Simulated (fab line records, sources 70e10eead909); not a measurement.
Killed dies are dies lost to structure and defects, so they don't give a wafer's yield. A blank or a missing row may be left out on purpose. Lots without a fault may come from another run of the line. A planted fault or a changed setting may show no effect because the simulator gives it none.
A struck lot beside a sound one | flow nand_harc | 40 steps out of a route of 1159
Sound: wafers L437.1, L437.2, L437.5. Struck: wafers L452.3, L452.4, L452.5. The cause comes at the end.
At each step with rows: each side's tool, then ch and its chambers, then its first start. Under that, the readings that differ: sound wafers | struck wafers | difference of the means | sigmas: that difference in standard deviations of wafers without a fault.
alike: readings whose means differ by less than 2 such deviations, and words and numbers that are the same on both sides. not compared: withheld readings, readings that some wafer has no value for, bounds like >300 that may hide the same value, and numbers for which the record gives no deviation and whose values overlap.
The two part at a step that has a row with sigmas, a row that says differs or no value, or rows on one side only. Numbers that don't overlap but have no deviation are shown without sigmas and don't part them. A reading that every wafer of one side lacks parts them only if that side has two wafers or more.

NHARC_A_STAIRCASE_DESCUM_291: chemistry O2, time 3 s.
  sound on rie_diel-01 ch 0,2,3, day 12 12:16; struck on rie_diel-04 ch 0,1,2, day 16 04:41
  alike: drypump_motor_current_A, mfc_ar_sccm, oes_product_au, rf_vpp_V, showerhead_plenum_p_Torr, throttle_valve_pct
  not compared: rf_hours_counter_h
then, 5 steps without rows for these wafers: NHARC_A_STAIRCASE_ETCH_292 (etches the open film in CF4/CHF3); NHARC_A_STAIRCASE_HM_OPEN_460 (chemistry O2/COS); NHARC_A_STAIRCASE_STRIP_461 (strips in O2/COS); NHARC_A_STAIRCASE_ETCH_452 (etches the open film in CF4/O2, target depth 30 nm, overetch 3 nm, time 16.5 s); NHARC_A_STAIRCASE_ETCH_294 (etches the open film in C4F8/O2/Ar, target depth 4992 nm, time 1212.4 s).
NHARC_A_STAIRCASE_STRIP_295: strips in O2.
  sound on rie_diel-01 ch 0,2,3; struck on rie_diel-04 ch 0,2
  alike: drypump_motor_current_A, mfc_ar_sccm, oes_product_au, rf_vpp_V, showerhead_plenum_p_Torr, throttle_valve_pct
  not compared: rf_hours_counter_h
then, 4 steps without rows for these wafers: NHARC_A_STAIRCASE_STRIP_296 (strips in SPM, time 900 s); NHARC_A_STAIRCASE_PRECLEAN_297 (cleans in SC1); NHARC_A_STAIRCASE_SRD_298; NHARC_A_STAIRCASE_HM_DEP_462 (deposits aC, target thk 800 nm).
NHARC_A_STAIRCASE_DEP_301: deposits SiON, target thk 30 nm.
  sound on pecvd-04 ch 1,2, day 12 17:50; struck on pecvd-01 ch 0,2, day 16 11:33
  alike: heater_power_w, showerhead_vpp_V
then, 9 steps without rows for these wafers: NHARC_A_STAIRCASE_DEHYDRATE_302 (time 120 s); NHARC_A_STAIRCASE_HMDS_303 (time 30 s); NHARC_A_STAIRCASE_COAT_304; NHARC_A_STAIRCASE_SOFTBAKE_305 (time 170 s); NHARC_A_STAIRCASE_EBR_306; NHARC_A_STAIRCASE_EXPOSE_307 (exposes mask CHOP 50); NHARC_A_STAIRCASE_PEB_308 (peb time 130 s); NHARC_A_STAIRCASE_DEVELOP_309 (time 140 s); NHARC_A_STAIRCASE_HARDBAKE_311 (time 140 s).
NHARC_A_STAIRCASE_DESCUM_312: chemistry O2, time 3 s.
  sound on rie_diel-01 ch 0,1,3, day 12 18:47; struck on rie_diel-04 ch 2,3, day 16 12:25
  alike: drypump_motor_current_A, mfc_ar_sccm, oes_product_au, rf_vpp_V, showerhead_plenum_p_Torr, throttle_valve_pct
  not compared: rf_hours_counter_h
NHARC_A_STAIRCASE_ETCH_313: etches the open film in CF4/CHF3.
  sound on rie_diel-01 ch 0,3, day 12 18:52; struck on rie_diel-04 ch 2,3, day 16 12:29
  alike: drypump_motor_current_A, mfc_ar_sccm, oes_product_au, rf_vpp_V, showerhead_plenum_p_Torr, throttle_valve_pct
  not compared: rf_hours_counter_h
then, 2 steps without rows for these wafers: NHARC_A_STAIRCASE_HM_OPEN_463 (chemistry O2/COS); NHARC_A_STAIRCASE_STRIP_464 (strips in O2/COS).
NHARC_A_STAIRCASE_ETCH_453: etches the open film in CF4/O2, target depth 30 nm, overetch 3 nm, time 16.5 s.
  sound on rie_diel-01 ch 0,2,3; struck on rie_diel-04 ch 0,1
  alike: drypump_motor_current_A, mfc_ar_sccm, oes_product_au, rf_vpp_V, showerhead_plenum_p_Torr, throttle_valve_pct
  not compared: rf_hours_counter_h
then, 13 steps without rows for these wafers: NHARC_A_STAIRCASE_ETCH_315 (etches the open film in C4F8/O2/Ar, target depth 2500 nm, time 607.1 s); NHARC_A_STAIRCASE_STRIP_316 (strips in O2); NHARC_A_STAIRCASE_STRIP_317 (strips in SPM, time 900 s); NHARC_A_STAIRCASE_PRECLEAN_318 (cleans in SC1); NHARC_A_STAIRCASE_SRD_329; NHARC_A_STAIRCASE_ALD_415 (deposits SiO2, target thk 30 nm, pulse time 6 s, ald cycles 300); NHARC_A_STAIRCASE_ETCHBACK_416 (etches the open film in C4F8/O2/Ar, target depth 36 nm, time 7.2 s); NHARC_A_STAIRCASE_STRIP_476 (strips in O2, time 20 s); NHARC_A_STAIRCASE_DEP_417 (deposits Si3N4, target thk 60 nm); NHARC_A_STAIRCASE_WET_418 (chemistry H3PO4, target depth 20 nm); NHARC_A_STAIRCASE_PRECLEAN_419 (cleans in SC1); NHARC_A_STAIRCASE_SRD_421; NHARC_A_STAIRCASE_ALD_420 (deposits SiO2, target thk 20 nm, pulse time 6 s, ald cycles 200).
-- the record jumps here: 8 days lie between the struck wafers' starts before and after (it left off in module A_STAIRCASE and takes up again in module END, whose first step shown is number 1159 of the route) --
NHARC_END_SORT_01:
  sound on prober-01 ch 0, day 20 05:16; struck on prober-01 ch 0, day 24 06:05
  reading         | sound    | struck   | difference | sigmas
  killed_at_array | 49 43 50 | 80 70 88 | +32        | +3
  killed_dies     | 56 45 56 | 82 73 92 | +30        | +2
  alike: killed_at_other, killed_at_periphery, killed_open, killed_short

WHERE THEY PART
Only at NHARC_END_SORT_01, within this record.

WHY: what the simulator had put in
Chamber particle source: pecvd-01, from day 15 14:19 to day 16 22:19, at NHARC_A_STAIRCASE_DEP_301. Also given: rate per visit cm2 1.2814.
